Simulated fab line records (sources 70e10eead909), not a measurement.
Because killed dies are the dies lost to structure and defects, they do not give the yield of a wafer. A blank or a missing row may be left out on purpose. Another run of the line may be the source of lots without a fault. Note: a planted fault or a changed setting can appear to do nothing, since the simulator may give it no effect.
What tool caused it?    flow nandHarc    24 lots with 72 wafers sampled at 2 steps, on a route of 1302 steps

WHAT EACH GAUGE READ, for each wafer
NHARC_A_ONON_D2_THK_MEAS_30: measures by ellipsometry.
lot   measured      on            thkNm (nm)
L074  day 12 19:41  filmMetro-01  981 981 982
L075  day 13 04:32  filmMetro-02  1009 1009 1007
L076  day 13 21:24  filmMetro-02  993 993 993
L077  day 14 09:11  filmMetro-01  1000 1000 997
L078  day 14 09:13  filmMetro-02  1000 1000 1000
L080  day 15 02:07  filmMetro-02  1010 1011 1013
L079  day 15 02:08  filmMetro-02  1002 1001 1002
L081  day 15 23:14  filmMetro-02  1011 1010 1009
L082  day 16 08:59  filmMetro-01  1006 1006 1008
L083  day 16 08:59  filmMetro-02  1010 1011 1012
L084  day 17 06:49  filmMetro-02  1004 1004 1004
L085  day 17 06:50  filmMetro-01  992 993 995
L086  day 17 21:40  filmMetro-02  997 998 996
L087  day 18 05:46  filmMetro-02  969 967 968
L088  day 19 02:35  filmMetro-01  1003 1002 1003
L089  day 19 02:37  filmMetro-02  996 998 996
L090  day 20 00:02  filmMetro-01  1008 1010 1007
L091  day 20 00:23  filmMetro-02  1001 1000 1000
L093  day 20 16:49  filmMetro-01  995 994 994
L092  day 20 16:50  filmMetro-02  993 995 993
L094  day 21 08:37  filmMetro-01  983 984 984
L095  day 21 17:01  filmMetro-01  983 985 984
L096  day 22 07:50  filmMetro-02  997 996 996
L097  day 22 07:50  filmMetro-01  990 992 990

NHARC_A_CHANNEL_HOLE_D2_OVL_MEAS_11.
lot   measured      on          overlayXNm (nm)  overlayYNm (nm)
L074  day 12 22:53  overlay-01  0.0 0.2 0.0      0.2 -0.6 -0.7
L075  day 13 07:52  overlay-02  0.5 0.3 0.4      0.9 0.5 0.5
L076  day 14 02:22  overlay-01  -0.2 -0.5 -0.6   -1.3 -0.6 -0.9
L077  day 14 12:31  overlay-02  0.4 0.1 1.2      0.1 0.2 0.2
L078  day 14 12:40  overlay-01  -0.7 -0.4 -0.4   0.4 -0.7 -0.3
L080  day 15 05:31  overlay-01  -0.6 -0.8 -1.0   -0.2 0.5 0.3
L079  day 15 05:40  overlay-02  0.7 0.6 0.3      -1.0 -0.6 -0.6
L081  day 16 02:34  overlay-01  -1.3 -0.6 -0.7   -0.2 0.4 0.1
L082  day 16 13:29  overlay-01  0.7 1.2 0.8      0.3 -0.1 -0.2
L083  day 16 13:49  overlay-01  0.2 0.1 -0.1     -1.1 -0.8 -0.9
L084  day 17 10:11  overlay-01  1.0 0.8 0.5      -0.7 -0.4 -0.5
L085  day 17 10:34  overlay-02  0.2 0.4 0.3      -0.5 -0.2 0.3
L086  day 18 02:35  overlay-01  -0.3 -0.6 -0.5   0.6 0.0 0.4
L087  day 18 10:50  overlay-01  -0.5 -0.3 -1.0   1.2 0.9 0.7
L088  day 19 05:49  overlay-02  -1.4 -2.0 -1.2   -0.5 -0.8 -0.6
L089  day 19 06:32  overlay-01  -1.3 -0.9 -1.2   0.3 0.7 0.1
L090  day 20 03:23  overlay-02  1.1 1.4 1.5      0.7 0.1 -0.4
L091  day 20 03:50  overlay-02  -1.2 -1.3 -1.4   1.3 0.6 0.9
L093  day 20 20:17  overlay-01  -0.7 -0.5 -0.3   1.0 1.4 1.1
L092  day 20 22:10  overlay-02  -0.9 -1.2 -1.5   0.3 1.1 0.5
L094  day 21 12:47  overlay-01  -0.3 0.0 -0.4    0.2 -0.1 0.3
L095  day 21 23:13  overlay-01  0.7 0.8 1.0      -0.2 0.1 -0.3
L096  day 22 11:20  overlay-02  -0.4 -0.6 -0.5   -1.1 -0.4 -0.2
L097  day 22 11:29  overlay-01  -0.1 0.6 -0.1    0.6 0.4 0.3

TOOL THAT RAN EACH LOT (tool first, then ch and the chambers of the sampled wafers, then the start)
The record holds no process step before these readings.

WHAT THE TOOLS THEMSELVES READ (means of the sampled wafers that have a number; where no wafer has one, the mark that the record gives instead)
The record holds no such reading with a usual standard deviation.

THE ANSWER, worked out from the rows above alone
Rule: the lots themselves supply what counts as usual. The widest of any qualifying gaps counts: lots, ordered by their means at a reading, are off when they make up no more than a third of the lots, leave a main group of 4 or more, and stand apart from it by 3 or more times the standard deviation of that group's means. A main group whose means are all the same, to the digits that the tables above print for the reading, isn't used. Also off: a lot with no number at a reading for which 4 or more lots have one. Any other lot the step has rows for is counted as sound. First the gauges in route order, then the tools' own readings, where a lot's mean is used as printed above. The first step at which some lot is off is used, and at that step the reading that is off furthest; a lot without a number counts as furthest.
Across all readings shown, no lot is off: no conclusion can be drawn from this.

WHAT THE SIMULATOR HAD INSERTED
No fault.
